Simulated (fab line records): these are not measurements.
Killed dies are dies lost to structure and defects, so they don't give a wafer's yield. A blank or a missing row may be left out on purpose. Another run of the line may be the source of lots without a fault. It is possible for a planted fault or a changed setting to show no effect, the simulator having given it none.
Which tool is to blame?    flow n5-finfet    9 lots with 27 wafers sampled at 6 steps, on a route of 1938 steps

== WHAT THE GAUGES SHOWED, per wafer ==
N5_MOL_CONTACT_COAG_OVL_MEAS_41.
lot   measured      on          VD_OVL (nm)
L220  day 5 15:48   overlay-02  -0.4 -1.1 -1.6
L223  day 6 12:01   overlay-02  -0.6 0.0 -0.3
L226  day 7 05:19   overlay-02  -0.3 -0.2 0.2
L227  day 7 10:05   overlay-02  0.1 0.1 -0.4
L229  day 7 23:23   overlay-01  10.1 11.4 10.7
L233  day 8 21:32   overlay-02  10.2 9.0 10.5
L237  day 9 20:09   overlay-01  -0.5 0.6 -0.5
L238  day 10 02:49  overlay-02  0.2 -1.2 0.2
L241  day 10 19:41  overlay-01  0.2 -0.4 0.4

N5_BEOL_M4_RC_MEAS_101.
lot   measured      on         DIBL_N (mV/V)   DIBL_P (mV/V)   IOFF_N (nA/um)  IOFF_P (nA/um)  ION_N (uA/um)  ION_P (uA/um)  SS_N (mV/dec)   SS_P (mV/dec)   VT_N (mV)    VT_P (mV)
L220  day 8 09:55   prober-01  35.3 33.9 35.4  34.0 32.8 35.6  0.15 0.12 0.15  0.18 0.17 0.21  665 644 660    454 446 456    70.9 70.8 71.4  73.4 73.3 73.8  249 253 253  -251 -253 -249
L223  day 9 13:10   prober-01  34.6 39.0 37.8  33.7 39.7 38.0  0.13 0.23 0.19  0.17 0.27 0.25  665 695 684    451 472 464    71.7 72.1 71.8  72.1 73.6 74.3  253 245 248  -254 -248 -248
L226  day 9 18:35   prober-01  37.0 37.0 36.8  39.3 39.2 38.2  0.16 0.16 0.15  0.25 0.23 0.23  656 679 663    464 465 462    71.9 72.1 71.5  73.5 73.6 74.0  251 251 250  -247 -251 -246
L227  day 9 21:37   prober-01  39.5 35.5 36.1  39.5 35.5 35.8  0.22 0.15 0.15  0.33 0.23 0.22  698 680 677    484 472 468    72.3 71.4 72.1  74.4 73.7 73.2  248 248 253  -241 -245 -247
L229  day 10 21:47  prober-02  35.7 37.9 36.9  35.9 37.6 37.3  0.16 0.19 0.18  0.18 0.21 0.20  676 662 679    459 452 452    71.1 72.6 71.7  72.8 73.9 73.5  248 249 247  -253 -251 -253
L233  day 12 02:27  prober-01  38.7 38.9 36.7  38.5 40.0 36.8  0.21 0.22 0.17  0.23 0.26 0.20  690 701 681    466 469 461    72.0 71.7 71.6  74.1 74.2 74.4  246 245 247  -253 -249 -254
L237  day 12 22:41  prober-01  36.9 36.8 36.6  38.1 37.3 38.4  0.18 0.17 0.18  0.24 0.22 0.24  683 684 682    467 467 470    71.5 71.8 71.5  73.7 73.6 74.0  247 248 248  -249 -248 -246
L238  day 12 23:26  prober-02  39.4 35.8 37.2  39.6 34.8 37.5  0.22 0.13 0.18  0.27 0.18 0.23  699 669 688    475 462 471    71.7 71.5 71.2  73.7 72.2 74.1  244 255 248  -247 -251 -250
L241  day 13 08:58  prober-02  36.2 38.1 38.4  35.5 37.5 38.9  0.14 0.18 0.20  0.17 0.20 0.23  662 671 693    453 455 465    71.2 71.8 71.8  73.1 73.8 74.1  253 248 248  -256 -251 -253

== EACH LOT AND THE TOOL THAT RAN IT (in order: tool; ch and the chambers of the sampled wafers; start) ==
lot   N5_MOL_CONTACT_COAG_ALD_131        N5_MOL_CONTACT_COAG_EXPOSE_37      N5_MOL_CONTACT_COAG_ETCH_66        N5_MOL_CONTACT_COAG_ETCH_67
L220  ald-sin-01 ch 0,2,3, day 5 14:37   euv-scanner-02 ch 0, day 5 15:37   rie-diel-05 ch 0,2,3, day 5 16:10  rie-diel-04 ch 1,2,3, day 5 16:35
L223  ald-sin-03 ch 0,1,3, day 6 10:52   euv-scanner-02 ch 0, day 6 11:50   rie-diel-05 ch 0,2,3, day 6 12:11  rie-diel-05 ch 1,3, day 6 12:28
L226  ald-sin-02 ch 0,1, day 7 04:09     euv-scanner-02 ch 0, day 7 05:08   rie-diel-05 ch 0,2, day 7 05:27    rie-diel-03 ch 0,1,2, day 7 05:52
L227  ald-sin-01 ch 0,1,3, day 7 08:56   euv-scanner-01 ch 0, day 7 09:55   rie-diel-04 ch 0,2, day 7 10:14    rie-diel-05 ch 2,3, day 7 10:38
L229  ald-sin-01 ch 0,3, day 7 22:22     euv-scanner-02 ch 0, day 7 23:13   rie-diel-03 ch 0,2, day 7 23:32    rie-diel-05 ch 0,2,3, day 7 23:50
L233  ald-sin-01 ch 0,1,2, day 8 20:20   euv-scanner-02 ch 0, day 8 21:22   rie-diel-05 ch 0,2, day 8 21:41    rie-diel-05 ch 0,2, day 8 21:59
L237  ald-sin-03 ch 0,1, day 9 19:06     euv-scanner-01 ch 0, day 9 19:59   rie-diel-03 ch 2,3, day 9 20:18    rie-diel-05 ch 1,2,3, day 9 20:35
L238  ald-sin-02 ch 1,2,3, day 10 01:47  euv-scanner-01 ch 0, day 10 02:39  rie-diel-04 ch 2,3, day 10 02:56   rie-diel-04 ch 0,1,2, day 10 03:14
L241  ald-sin-03 ch 0,1,2, day 10 18:40  euv-scanner-01 ch 0, day 10 19:30  rie-diel-04 ch 0,1, day 10 19:50   rie-diel-04 ch 0,3, day 10 20:07
- N5_MOL_CONTACT_COAG_ALD_131: deposits SiO2, target thk 5 nm, pulse time 1 s, co reactant pulse time 1 s.
- N5_MOL_CONTACT_COAG_EXPOSE_37: exposes mask VD, defocus 0 nm.
- N5_MOL_CONTACT_COAG_ETCH_66: etches SiARC in CF4, target depth 13 nm, time 21.7 s.
- N5_MOL_CONTACT_COAG_ETCH_67: etches SOC in N2/H2, target depth 60 nm, overetch 21 nm, time 101.2 s.

== WHAT THE TOOLS THEMSELVES READ (means of the sampled wafers that have a number; where no wafer has one, the mark that the record gives instead) ==
N5_MOL_CONTACT_COAG_ALD_131.
lot   tool        heater-power-w (W)  precursor-pulse-height-rel
L220  ald-sin-01  77                  0.981
L223  ald-sin-03  81                  1.012
L226  ald-sin-02  82                  1.006
L227  ald-sin-01  80                  1.001
L229  ald-sin-01  79                  0.990
L233  ald-sin-01  77                  0.994
L237  ald-sin-03  75                  1.008
L238  ald-sin-02  82                  0.999
L241  ald-sin-03  72                  1.003

N5_MOL_CONTACT_COAG_ETCH_66.
lot   tool         drypump-motor-current-A (A)  etch-rf-on-time-s (s)  oes-product-au (a.u.)  rf-fwd-power-W (W)  rf-vpp-V (V)  showerhead-plenum-p-Torr (Torr)  throttle-valve-pct (%)
L220  rie-diel-05  5.4                          21.6                   0.70                   532.3               184.9         2.16                             15.35
L223  rie-diel-05  5.4                          21.6                   0.69                   530.0               185.0         2.16                             15.37
L226  rie-diel-05  5.4                          21.6                   0.72                   531.4               184.0         2.15                             15.16
L227  rie-diel-04  5.7                          21.6                   0.74                   530.1               184.2         2.08                             15.62
L229  rie-diel-03  6.3                          21.7                   0.73                   532.3               184.3         2.10                             15.41
L233  rie-diel-05  5.3                          22.2                   0.69                   532.1               183.3         2.11                             15.23
L237  rie-diel-03  6.4                          21.3                   0.63                   530.9               183.1         2.11                             15.66
L238  rie-diel-04  5.9                          21.8                   0.67                   531.5               185.5         2.22                             15.69
L241  rie-diel-04  6.2                          21.4                   0.75                   530.8               185.6         2.20                             15.67

N5_MOL_CONTACT_COAG_ETCH_67.
lot   tool         drypump-motor-current-A (A)  h2-flow-sccm (sccm)  oes-product-au (a.u.)  rf-fwd-power-W (W)  rf-vpp-V (V)  showerhead-plenum-p-Torr (Torr)  throttle-valve-pct (%)
L220  rie-diel-04  6.1                          200.6                0.65                   835.3               524.8         2.58                             17.93
L223  rie-diel-05  5.7                          200.0                0.68                   832.2               524.6         2.58                             17.75
L226  rie-diel-03  5.8                          200.0                0.68                   832.1               522.4         2.49                             17.74
L227  rie-diel-05  5.3                          200.0                0.65                   835.1               523.7         2.52                             17.56
L229  rie-diel-05  5.5                          200.5                0.66                   834.9               524.2         2.56                             17.53
L233  rie-diel-05  5.4                          200.5                0.70                   832.9               523.9         2.54                             17.34
L237  rie-diel-05  5.5                          200.5                0.66                   833.9               522.1         2.52                             17.66
L238  rie-diel-04  6.0                          200.3                0.77                   833.7               526.0         2.63                             17.70
L241  rie-diel-04  5.9                          200.5                0.63                   836.9               524.1         2.56                             18.10

== THE ANSWER, worked out from the rows above alone ==
Rule: what is usual is taken from the lots themselves. Put in order of their means at a reading, lots are off if they are a third of the lots or fewer, leave a main group of 4 or more, and stand apart from it by a gap of 3 or more times the standard deviation of the main group's means; of several such gaps the widest counts. A main group is skipped when, at the precision printed for the reading in the tables above, its means are all equal. Also off: a lot with no number at a reading for which 4 or more lots have one. All remaining lots with rows at the step are treated as sound. After the gauges, taken in route order, come the tools' own readings; for these a lot's mean is taken, as printed above. The first step at which some lot is off is used, and at that step the reading that is off furthest; a lot without a number counts as furthest.
Off: L229, L233, at N5_MOL_CONTACT_COAG_OVL_MEAS_41 (VD_OVL). Mean -0.3 nm and standard deviation 0.33 in the main group.
If a tool, at a process step before that reading, ran all the lots that are off and no sound lot after the first of them, it fits. The gauges at N5_MOL_CONTACT_COAG_OVL_MEAS_41 are tried like those tools. This does not decide it: 2 tools fit, namely ald-sin-01 at N5_MOL_CONTACT_COAG_ALD_131 and euv-scanner-02 at N5_MOL_CONTACT_COAG_EXPOSE_37.

== WHAT THE SIMULATOR PUT IN ==
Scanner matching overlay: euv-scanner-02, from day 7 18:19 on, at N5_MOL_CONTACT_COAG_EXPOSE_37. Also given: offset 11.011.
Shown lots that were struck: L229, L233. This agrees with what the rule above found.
